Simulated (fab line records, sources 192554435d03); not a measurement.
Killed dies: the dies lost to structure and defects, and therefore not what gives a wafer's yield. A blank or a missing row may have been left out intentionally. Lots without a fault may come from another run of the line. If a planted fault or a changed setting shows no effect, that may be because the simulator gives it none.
A single fault, viewed from 2 desks + flow n5Finfet + numbers are kept per desk, each desk with only its own; the story behind them comes last

THE DEFECT DESK
Counts from the inspections along the route, per lot, as means over the sampled wafers that have a number. The brackets show how far a lot's mean lies from the usual mean; more than 4 standard deviations puts the lot out of limits, marked OUT.
Columns: A = rawDefectCount at N5_BEOL_M10_INSPECT_58, usual 68; B = rawDefectCount at N5_BEOL_M11_INSPECT_13, usual 399
| lot  | first seen here | A             | B   |
|------|-----------------|---------------|-----|
| L602 | day 9 14:47     | 77            | 520 |
| L603 | day 10 08:14    | 82            | 412 |
| L605 | day 10 11:41    | 63            | 287 |
| L607 | day 11 09:53    | 57            | 394 |
| L609 | day 11 12:56    | 104           | 515 |
| L612 | day 12 10:55    | 59            | 328 |
| L616 | day 13 21:50    | 357 (+13) OUT | 568 |
| L618 | day 14 03:40    | 395 (+15) OUT | 724 |
| L622 | day 14 15:21    | 65            | 357 |
| L623 | day 15 19:50    | 118           | 566 |
Finding of this desk: L616, L618 out of limits; the first was L616 at day 13 21:50, on rawDefectCount at N5_BEOL_M10_INSPECT_58. L602, L603, L605, L607, L609, L612, L622, L623: within limits.

FOR THE TOOL OWNER'S DESK: pecvd-01
The tool's own readings at N5_BEOL_M10_DEP_56 (deposits SiCN from 3MS/NH3, target thk 15 nm, time 26.5 s): means of the sampled wafers that have a number, for each lot that ran on this tool. The brackets show how far a lot's mean lies from the usual mean; more than 4 standard deviations puts the lot out of limits, marked OUT.
Columns: A = showerheadPlenumPTorr at N5_BEOL_M10_DEP_56, usual 3.671 Torr; B = showerheadVppV at N5_BEOL_M10_DEP_56, usual 893 V; C = throttleValvePct at N5_BEOL_M10_DEP_56, usual 9.4 %
| lot  | first seen here | A     | B   | C   |
|------|-----------------|-------|-----|-----|
| L602 | day 9 14:43     | 3.680 | 867 | 9.6 |
| L603 | day 10 08:08    | 3.665 | 845 | 9.3 |
| L616 | day 13 21:44    | 3.684 | 874 | 9.7 |
| L618 | day 14 03:34    | 3.679 | 869 | 9.8 |
Result from this desk: across the 4 lots, nothing is out of limits.

PUT TOGETHER
The defect desk could have raised an alarm at day 13 21:50, on L616, L618.
The tool owner's desk saw nothing out of limits.
The tool owner's desk has L616, L618 on record, within its limits.
Every lot named ran N5_BEOL_M10_DEP_56 on pecvd-01.

WHAT WAS PUT IN BY THE SIMULATOR
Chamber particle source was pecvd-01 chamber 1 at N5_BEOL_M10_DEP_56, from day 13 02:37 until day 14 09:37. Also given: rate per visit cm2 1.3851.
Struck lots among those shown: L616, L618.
Hours from the fault's start to each desk's first reading out of limits: the defect desk, 19.
